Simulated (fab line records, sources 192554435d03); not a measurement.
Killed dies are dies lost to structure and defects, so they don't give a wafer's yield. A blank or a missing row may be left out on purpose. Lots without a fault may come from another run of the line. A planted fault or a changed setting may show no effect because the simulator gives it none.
Chamber matching | flow n5_finfet | N5_DUMMY_GATE_ETCH_44 on rie_si-06: 4 sister chambers
The step etches poly-Si in HBr/O2, stops on SiO2, target depth 127.5 nm. 4 wafers are shown with their chamber, then 9 later ones without.

WAFERS WITH THEIR CHAMBER
wafer  | chamber | drypump_motor_current_A (A)
L079.4 | 1       | 6.6
L086.1 | 0       | 5.7
L086.2 | 2       | 6.6
L086.3 | 3       | 5.4

WAFERS WITHOUT THEIR CHAMBER
wafer  | drypump_motor_current_A (A)
L091.2 | 6.6
L091.3 | 6.7
L091.4 | 5.4
L093.1 | 6.6
L093.5 | 5.4
L093.6 | 5.7
L096.1 | 5.7
L096.3 | 5.4
L096.5 | 6.7

WHICH CHAMBER EACH WENT THROUGH
wafer  | from the rows above     | in truth
L091.2 | can't be placed: 1 or 2 | 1
L091.3 | can't be placed: 1 or 2 | 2
L091.4 | 3                       | 3
L093.1 | can't be placed: 1 or 2 | 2
L093.5 | 3                       | 3
L093.6 | 0                       | 0
L096.1 | 0                       | 0
L096.3 | 3                       | 3
L096.5 | can't be placed: 1 or 2 | 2
Placed correctly: 5 of 9. Can't be placed from these rows: 4 (the true chamber is among the candidates in 4). Placed wrongly: 0.
How it was worked out, from the rows above alone: a wafer's distance from a chamber is the root of the sum, over the readings, of the square of ((its reading less the chamber's mean) divided by the reading's scatter). The wafer belongs to the nearest chamber; if the next one is less than 2 further off, it can't be placed. A chamber's mean is the mean of its shown wafers. The scatter: with one shown wafer a chamber, the root of the mean of the squares of how far each hidden wafer lies from its nearest shown one.
